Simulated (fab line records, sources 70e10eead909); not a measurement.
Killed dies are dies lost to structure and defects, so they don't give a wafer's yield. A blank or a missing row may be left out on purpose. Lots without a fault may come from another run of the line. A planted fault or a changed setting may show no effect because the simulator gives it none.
Which tool did it? | flow nand_harc | 24 lots, 72 wafers sampled, at 6 steps of a route of 1159

WHAT THE GAUGES READ, wafer by wafer
The record holds no reading of a measuring or inspecting step that can be judged against a usual standard deviation.

WHICH TOOL RAN EACH LOT (tool, then ch and the chambers of the sampled wafers, then the start)
lot  | NHARC_A_STAIRCASE_TRIM_187         | NHARC_A_STAIRCASE_ETCH_190     | NHARC_A_STAIRCASE_ETCH_194     | NHARC_A_STAIRCASE_ETCH_230     | NHARC_A_STAIRCASE_TRIM_231     | NHARC_A_STAIRCASE_TRIM_235
L076 | rie_diel-04 ch 1,2,3, day 11 07:07 | rie_diel-04 ch 0,1,3, no start | rie_diel-04 ch 0,2,3, no start | rie_diel-04 ch 0,2,3, no start | rie_diel-04 ch 0,2,3, no start | rie_diel-04 ch 0,2,3, no start
L075 | rie_diel-04 ch 0,1,2, day 11 08:44 | rie_diel-04 ch 0,1,2, no start | rie_diel-04 ch 0,1,3, no start | rie_diel-04 ch 0,2,3, no start | rie_diel-04 ch 1,2,3, no start | rie_diel-04 ch 1,2,3, no start
L074 | rie_diel-06 ch 0,1,3, day 11 12:04 | rie_diel-06 ch 0,2,3, no start | rie_diel-06 ch 0,1,2, no start | rie_diel-05 ch 0,2,3, no start | rie_diel-05 ch 1,2, no start   | rie_diel-05 ch 1,2, no start
L078 | rie_diel-06 ch 0,1, day 11 18:22   | rie_diel-06 ch 0,3, no start   | rie_diel-06 ch 0,3, no start   | rie_diel-04 ch 0,3, no start   | rie_diel-04 ch 2,3, no start   | rie_diel-04 ch 1,2,3, no start
L077 | rie_diel-04 ch 2,3, day 11 18:31   | rie_diel-04 ch 2,3, no start   | rie_diel-04 ch 0,1,3, no start | rie_diel-06 ch 0,2,3, no start | rie_diel-06 ch 1,2, no start   | rie_diel-06 ch 1,3, no start
L079 | rie_diel-04 ch 0,1,2, day 11 18:52 | rie_diel-04 ch 1,3, no start   | rie_diel-04 ch 1,2,3, no start | rie_diel-05 ch 0,1, no start   | rie_diel-05 ch 2,3, no start   | rie_diel-05 ch 0,1,2, no start
L080 | rie_diel-06 ch 1,2,3, day 12 10:01 | rie_diel-06 ch 0,2,3, no start | rie_diel-06 ch 1,2,3, no start | rie_diel-06 ch 1,2,3, no start | rie_diel-06 ch 1,2,3, no start | rie_diel-06 ch 0,2, no start
L082 | rie_diel-05 ch 0,2,3, day 12 10:34 | rie_diel-05 ch 1,2,3, no start | rie_diel-05 ch 0,3, no start   | rie_diel-04 ch 1,2,3, no start | rie_diel-04 ch 0,1,3, no start | rie_diel-04 ch 0,1, no start
L081 | rie_diel-04 ch 1,3, day 12 16:40   | rie_diel-04 ch 0,1, no start   | rie_diel-04 ch 0,1, no start   | rie_diel-05 ch 0,1,2, no start | rie_diel-05 ch 0,1,2, no start | rie_diel-05 ch 0,1,2, no start
L084 | rie_diel-05 ch 0,1, day 13 05:53   | rie_diel-05 ch 0,1, no start   | rie_diel-05 ch 1,2, no start   | rie_diel-06 ch 0,1,3, no start | rie_diel-06 ch 0,2,3, no start | rie_diel-06 ch 2,3, no start
L083 | rie_diel-06 ch 0,3, day 13 05:59   | rie_diel-06 ch 2,3, no start   | rie_diel-06 ch 0,3, no start   | rie_diel-06 ch 1,2, no start   | rie_diel-06 ch 0,1,3, no start | rie_diel-06 ch 0,1, no start
L085 | rie_diel-04 ch 0,2,3, day 14 05:47 | rie_diel-04 ch 0,2, no start   | rie_diel-04 ch 0,1,3, no start | rie_diel-05 ch 1,3, no start   | rie_diel-05 ch 0,1,3, no start | rie_diel-05 ch 0,2, no start
L087 | rie_diel-04 ch 0,1,3, day 14 07:31 | rie_diel-04 ch 1,2,3, no start | rie_diel-04 ch 0,2,3, no start | rie_diel-06 ch 0,2,3, no start | rie_diel-06 ch 0,1,3, no start | rie_diel-06 ch 0,1,2, no start
L088 | rie_diel-04 ch 0,1,3, day 14 11:37 | rie_diel-04 ch 1,2, no start   | rie_diel-04 ch 0,1,2, no start | rie_diel-04 ch 0,1,3, no start | rie_diel-04 ch 0,1,2, no start | rie_diel-04 ch 1,2,3, no start
L086 | rie_diel-06 ch 1,2, day 14 12:28   | rie_diel-06 ch 0,1,2, no start | rie_diel-06 ch 0,2,3, no start | rie_diel-04 ch 0,2, no start   | rie_diel-04 ch 1,2, no start   | rie_diel-04 ch 0,2,3, no start
L089 | rie_diel-05 ch 0,1,2, day 14 19:34 | rie_diel-05 ch 0,1,3, no start | rie_diel-05 ch 1,3, no start   | rie_diel-04 ch 0,1,2, no start | rie_diel-04 ch 1,2, no start   | rie_diel-04 ch 0,3, no start
L090 | rie_diel-05 ch 0,3, day 15 01:38   | rie_diel-05 ch 1,2,3, no start | rie_diel-05 ch 2,3, no start   | rie_diel-06 ch 0,1,3, no start | rie_diel-06 ch 0,1, no start   | rie_diel-06 ch 1,2, no start
L091 | rie_diel-04 ch 0,2,3, day 15 01:47 | rie_diel-04 ch 1,2,3, no start | rie_diel-04 ch 0,2,3, no start | rie_diel-04 ch 0,1,3, no start | rie_diel-04 ch 0,1,3, no start | rie_diel-04 ch 0,1,2, no start
L094 | rie_diel-04 ch 0,1, day 15 07:45   | rie_diel-04 ch 1,2, no start   | rie_diel-04 ch 0,2, no start   | rie_diel-06 ch 1,2,3, no start | rie_diel-06 ch 0,2,3, no start | rie_diel-06 ch 1,3, no start
L093 | rie_diel-06 ch 0,3, day 15 08:16   | rie_diel-06 ch 1,2,3, no start | rie_diel-06 ch 0,3, no start   | rie_diel-06 ch 1,2,3, no start | rie_diel-06 ch 0,3, no start   | rie_diel-06 ch 0,1,2, no start
L092 | rie_diel-04 ch 1,2,3, day 15 12:57 | rie_diel-04 ch 0,2,3, no start | rie_diel-04 ch 0,1,2, no start | rie_diel-06 ch 0,1,2, no start | rie_diel-06 ch 1,2,3, no start | rie_diel-06 ch 0,1,3, no start
L095 | rie_diel-04 ch 0,2,3, day 16 02:41 | rie_diel-04 ch 0,2,3, no start | rie_diel-04 ch 0,1,2, no start | rie_diel-06 ch 0,1, no start   | rie_diel-06 ch 0,1,3, no start | rie_diel-06 ch 0,3, no start
L096 | rie_diel-05 ch 0,1, day 16 17:34   | rie_diel-05 ch 1,2,3, no start | rie_diel-05 ch 0,2, no start   | rie_diel-04 ch 0,2,3, no start | rie_diel-04 ch 1,2, no start   | rie_diel-04 ch 0,2, no start
L097 | rie_diel-04 ch 1,2, day 16 22:25   | rie_diel-04 ch 0,1, no start   | rie_diel-04 ch 1,3, no start   | rie_diel-05 ch 2,3, no start   | rie_diel-05 ch 0,1,3, no start | rie_diel-05 ch 0,2,3, no start
- NHARC_A_STAIRCASE_TRIM_187: chemistry O2, time 211.2 s.
- NHARC_A_STAIRCASE_ETCH_190: etches the open film in C4F8/O2, target depth 100 nm, time 40.5 s.
- NHARC_A_STAIRCASE_ETCH_194: etches the open film in C4F8/O2, target depth 100 nm, time 40.5 s.
- NHARC_A_STAIRCASE_ETCH_230: etches the open film in C4F8/O2, target depth 100 nm, time 40.5 s.
- NHARC_A_STAIRCASE_TRIM_231: chemistry O2, time 211.2 s.
- NHARC_A_STAIRCASE_TRIM_235: chemistry O2, time 211.2 s.

WHAT THE TOOLS THEMSELVES READ (means of the sampled wafers that have a number; where no wafer has one, the mark that the record gives instead)
NHARC_A_STAIRCASE_TRIM_187.
lot  | tool        | drypump_motor_current_A (A) | oes_product_au (a.u.) | rf_vpp_V (V) | showerhead_plenum_p_Torr (Torr) | throttle_valve_pct (%)
L076 | rie_diel-04 | 5.51                        | 0.999                 | 58.2         | 3.55                            | 17.040
L075 | rie_diel-04 | 5.79                        | 0.992                 | 58.1         | 3.57                            | 17.034
L074 | rie_diel-06 | 5.76                        | 0.995                 | 57.8         | 3.51                            | 17.035
L078 | rie_diel-06 | 5.64                        | 1.000                 | 58.3         | 3.38                            | 17.042
L077 | rie_diel-04 | 5.43                        | 0.997                 | 58.1         | 3.44                            | 17.041
L079 | rie_diel-04 | 5.78                        | 0.994                 | 57.8         | 3.56                            | 17.038
L080 | rie_diel-06 | 5.97                        | 0.993                 | 57.7         | 3.54                            | 17.050
L082 | rie_diel-05 | 5.57                        | 0.988                 | 57.9         | 3.62                            | 17.046
L081 | rie_diel-04 | 5.60                        | 0.991                 | 58.0         | 3.64                            | 17.035
L084 | rie_diel-05 | 5.51                        | 1.001                 | 57.8         | 3.44                            | 17.034
L083 | rie_diel-06 | 5.52                        | 1.002                 | 56.5         | 3.43                            | 17.033
L085 | rie_diel-04 | 5.60                        | 0.996                 | 57.5         | 3.42                            | 17.038
L087 | rie_diel-04 | 5.70                        | 1.001                 | 57.4         | 3.53                            | 17.028
L088 | rie_diel-04 | 5.67                        | 1.007                 | 57.7         | 3.53                            | 17.040
L086 | rie_diel-06 | 6.07                        | 0.986                 | 58.6         | 3.48                            | 17.043
L089 | rie_diel-05 | 5.61                        | 1.006                 | 58.2         | 3.51                            | 17.030
L090 | rie_diel-05 | 5.56                        | 0.989                 | 57.6         | 3.49                            | 17.038
L091 | rie_diel-04 | 5.59                        | 0.996                 | 58.4         | 3.42                            | 17.032
L094 | rie_diel-04 | 5.94                        | 1.016                 | 58.1         | 3.53                            | 17.041
L093 | rie_diel-06 | 5.64                        | 0.985                 | 57.0         | 3.55                            | 17.044
L092 | rie_diel-04 | 5.51                        | 0.998                 | 58.0         | 3.53                            | 17.024
L095 | rie_diel-04 | 5.59                        | 0.997                 | 57.6         | 3.41                            | 17.037
L096 | rie_diel-05 | 5.56                        | 0.980                 | 57.2         | 3.39                            | 17.037
L097 | rie_diel-04 | 5.62                        | 0.999                 | 57.8         | 3.55                            | 17.042

NHARC_A_STAIRCASE_ETCH_190.
lot  | tool        | oes_product_au (a.u.) | rf_vpp_V (V)
L076 | rie_diel-04 | 0.926                 | 897
L075 | rie_diel-04 | 0.934                 | 898
L074 | rie_diel-06 | 0.942                 | 894
L078 | rie_diel-06 | 0.953                 | 892
L077 | rie_diel-04 | 0.938                 | 892
L079 | rie_diel-04 | 0.935                 | 900
L080 | rie_diel-06 | 0.917                 | 893
L082 | rie_diel-05 | 0.957                 | 901
L081 | rie_diel-04 | 0.934                 | 901
L084 | rie_diel-05 | 0.930                 | 893
L083 | rie_diel-06 | 0.923                 | 898
L085 | rie_diel-04 | 0.951                 | 892
L087 | rie_diel-04 | 0.937                 | 896
L088 | rie_diel-04 | 0.928                 | 898
L086 | rie_diel-06 | 0.935                 | 891
L089 | rie_diel-05 | 0.942                 | 897
L090 | rie_diel-05 | 0.937                 | 901
L091 | rie_diel-04 | 0.939                 | 895
L094 | rie_diel-04 | 0.953                 | 901
L093 | rie_diel-06 | 0.933                 | 897
L092 | rie_diel-04 | 0.950                 | 892
L095 | rie_diel-04 | 0.953                 | 892
L096 | rie_diel-05 | 0.935                 | 901
L097 | rie_diel-04 | 0.951                 | 900

NHARC_A_STAIRCASE_ETCH_194.
lot  | tool        | oes_product_au (a.u.) | rf_vpp_V (V)
L076 | rie_diel-04 | 0.934                 | 892
L075 | rie_diel-04 | 0.925                 | 896
L074 | rie_diel-06 | 0.948                 | 892
L078 | rie_diel-06 | 0.931                 | 898
L077 | rie_diel-04 | 0.931                 | 897
L079 | rie_diel-04 | 0.933                 | 897
L080 | rie_diel-06 | 0.932                 | 897
L082 | rie_diel-05 | 0.934                 | 901
L081 | rie_diel-04 | 0.926                 | 896
L084 | rie_diel-05 | 0.935                 | 899
L083 | rie_diel-06 | 0.929                 | 897
L085 | rie_diel-04 | 0.950                 | 895
L087 | rie_diel-04 | 0.939                 | 893
L088 | rie_diel-04 | 0.944                 | 897
L086 | rie_diel-06 | 0.923                 | 893
L089 | rie_diel-05 | 0.944                 | 900
L090 | rie_diel-05 | 0.945                 | 903
L091 | rie_diel-04 | 0.942                 | 892
L094 | rie_diel-04 | 0.942                 | 893
L093 | rie_diel-06 | 0.932                 | 896
L092 | rie_diel-04 | 0.942                 | 897
L095 | rie_diel-04 | 0.945                 | 896
L096 | rie_diel-05 | 0.939                 | 897
L097 | rie_diel-04 | 0.943                 | 894

NHARC_A_STAIRCASE_ETCH_230.
lot  | tool        | oes_product_au (a.u.) | rf_vpp_V (V)
L076 | rie_diel-04 | 0.939                 | 892
L075 | rie_diel-04 | 0.936                 | 892
L074 | rie_diel-05 | 0.946                 | 900
L078 | rie_diel-04 | 0.945                 | 892
L077 | rie_diel-06 | 0.941                 | 893
L079 | rie_diel-05 | 0.929                 | 892
L080 | rie_diel-06 | 0.963                 | 897
L082 | rie_diel-04 | 0.932                 | 896
L081 | rie_diel-05 | 0.968                 | 896
L084 | rie_diel-06 | 0.920                 | 896
L083 | rie_diel-06 | 0.927                 | 895
L085 | rie_diel-05 | 0.975                 | 902
L087 | rie_diel-06 | 0.920                 | 893
L088 | rie_diel-04 | 0.944                 | 896
L086 | rie_diel-04 | 0.970                 | 894
L089 | rie_diel-04 | 0.940                 | 897
L090 | rie_diel-06 | 0.941                 | 895
L091 | rie_diel-04 | 0.958                 | 896
L094 | rie_diel-06 | 0.918                 | 895
L093 | rie_diel-06 | 0.919                 | 896
L092 | rie_diel-06 | 0.959                 | 891
L095 | rie_diel-06 | 0.951                 | 890
L096 | rie_diel-04 | 0.939                 | 893
L097 | rie_diel-05 | 0.956                 | 903

NHARC_A_STAIRCASE_TRIM_231.
lot  | tool        | drypump_motor_current_A (A) | oes_product_au (a.u.) | rf_vpp_V (V) | showerhead_plenum_p_Torr (Torr) | throttle_valve_pct (%)
L076 | rie_diel-04 | 5.60                        | 0.994                 | 59.0         | 3.44                            | 17.036
L075 | rie_diel-04 | 5.53                        | 0.998                 | 57.3         | 3.55                            | 17.037
L074 | rie_diel-05 | 5.64                        | 0.997                 | 58.4         | 3.64                            | 17.036
L078 | rie_diel-04 | 5.44                        | 0.989                 | 58.4         | 3.44                            | 17.038
L077 | rie_diel-06 | 6.09                        | 0.996                 | 57.6         | 3.49                            | 17.041
L079 | rie_diel-05 | 5.63                        | 1.001                 | 57.8         | 3.74                            | 17.034
L080 | rie_diel-06 | 5.96                        | 0.987                 | 58.3         | 3.54                            | 17.031
L082 | rie_diel-04 | 5.68                        | 0.991                 | 58.4         | 3.53                            | 17.022
L081 | rie_diel-05 | 5.61                        | 0.998                 | 57.8         | 3.52                            | 17.041
L084 | rie_diel-06 | 5.75                        | 0.981                 | 57.6         | 3.46                            | 17.045
L083 | rie_diel-06 | 5.74                        | 0.992                 | 57.9         | 3.50                            | 17.033
L085 | rie_diel-05 | 5.49                        | 1.010                 | 57.2         | 3.54                            | 17.040
L087 | rie_diel-06 | 5.78                        | 0.994                 | 57.3         | 3.50                            | 17.041
L088 | rie_diel-04 | 5.78                        | 0.997                 | 58.1         | 3.55                            | 17.027
L086 | rie_diel-04 | 5.62                        | 0.996                 | 57.5         | 3.56                            | 17.043
L089 | rie_diel-04 | 5.62                        | 0.997                 | 58.3         | 3.56                            | 17.040
L090 | rie_diel-06 | 5.89                        | 0.998                 | 57.4         | 3.44                            | 17.050
L091 | rie_diel-04 | 5.68                        | 1.006                 | 58.2         | 3.52                            | 17.030
L094 | rie_diel-06 | 5.77                        | 0.991                 | 57.6         | 3.45                            | 17.029
L093 | rie_diel-06 | 5.66                        | 0.993                 | 58.4         | 3.55                            | 17.036
L092 | rie_diel-06 | 5.98                        | 0.982                 | 58.0         | 3.53                            | 17.038
L095 | rie_diel-06 | 5.74                        | 0.995                 | 57.3         | 3.49                            | 17.045
L096 | rie_diel-04 | 5.62                        | 0.994                 | 57.2         | 3.55                            | 17.027
L097 | rie_diel-05 | 5.49                        | 1.003                 | 57.0         | 3.53                            | 17.042

NHARC_A_STAIRCASE_TRIM_235.
lot  | tool        | drypump_motor_current_A (A) | oes_product_au (a.u.) | rf_vpp_V (V) | showerhead_plenum_p_Torr (Torr) | throttle_valve_pct (%)
L076 | rie_diel-04 | 5.61                        | 0.998                 | 57.8         | 3.44                            | 17.032
L075 | rie_diel-04 | 5.51                        | 0.985                 | 57.2         | 3.55                            | 17.041
L074 | rie_diel-05 | 5.64                        | 1.005                 | 58.4         | 3.64                            | 17.032
L078 | rie_diel-04 | 5.52                        | 0.990                 | 58.1         | 3.55                            | 17.025
L077 | rie_diel-06 | 5.85                        | 0.986                 | 58.3         | 3.65                            | 17.024
L079 | rie_diel-05 | 5.61                        | 0.994                 | 58.3         | 3.52                            | 17.038
L080 | rie_diel-06 | 5.62                        | 1.008                 | 57.1         | 3.33                            | 17.028
L082 | rie_diel-04 | 5.93                        | 0.991                 | 57.1         | 3.54                            | 17.036
L081 | rie_diel-05 | 5.60                        | 0.991                 | 57.2         | 3.52                            | 17.043
L084 | rie_diel-06 | 5.97                        | 0.988                 | 57.8         | 3.49                            | 17.034
L083 | rie_diel-06 | 5.67                        | 1.003                 | 57.5         | 3.37                            | 17.037
L085 | rie_diel-05 | 5.65                        | 0.994                 | 58.2         | 3.47                            | 17.040
L087 | rie_diel-06 | 5.84                        | 0.992                 | 56.5         | 3.40                            | 17.037
L088 | rie_diel-04 | 5.53                        | 1.005                 | 57.7         | 3.54                            | 17.039
L086 | rie_diel-04 | 5.60                        | 1.001                 | 57.8         | 3.42                            | 17.033
L089 | rie_diel-04 | 5.75                        | 1.005                 | 57.8         | 3.41                            | 17.039
L090 | rie_diel-06 | 6.04                        | 0.989                 | 58.7         | 3.43                            | 17.040
L091 | rie_diel-04 | 5.78                        | 1.009                 | 57.7         | 3.55                            | 17.040
L094 | rie_diel-06 | 5.97                        | 0.987                 | 57.6         | 3.57                            | 17.027
L093 | rie_diel-06 | 5.86                        | 0.990                 | 57.8         | 3.39                            | 17.038
L092 | rie_diel-06 | 5.74                        | 0.993                 | 57.6         | 3.49                            | 17.033
L095 | rie_diel-06 | 5.65                        | 0.988                 | 57.3         | 3.54                            | 17.033
L096 | rie_diel-04 | 5.70                        | 0.986                 | 58.0         | 3.44                            | 17.034
L097 | rie_diel-05 | 5.59                        | 1.003                 | 57.8         | 3.60                            | 17.039

THE ANSWER, worked out from the rows above alone
Rule: what is usual is taken from the lots themselves. Put in order of their means at a reading, lots are off if they are a third of the lots or fewer, leave a main group of 4 or more, and stand apart from it by a gap of 3 or more times the standard deviation of the main group's means; of several such gaps the widest counts. A main group whose means are all the same, to the digits that the tables above print for the reading, isn't used. A lot without any number at a reading at which 4 lots or more have one is off too. The other lots that the step has rows for count as sound. The gauges are gone through in route order, then the tools' own readings, and for those a lot's mean is taken as printed above. The first step at which some lot is off is used, and at that step the reading that is off furthest; a lot without a number counts as furthest.
No lot is off at any reading shown: from this, nothing can be told.

WHAT THE SIMULATOR HAD PUT IN
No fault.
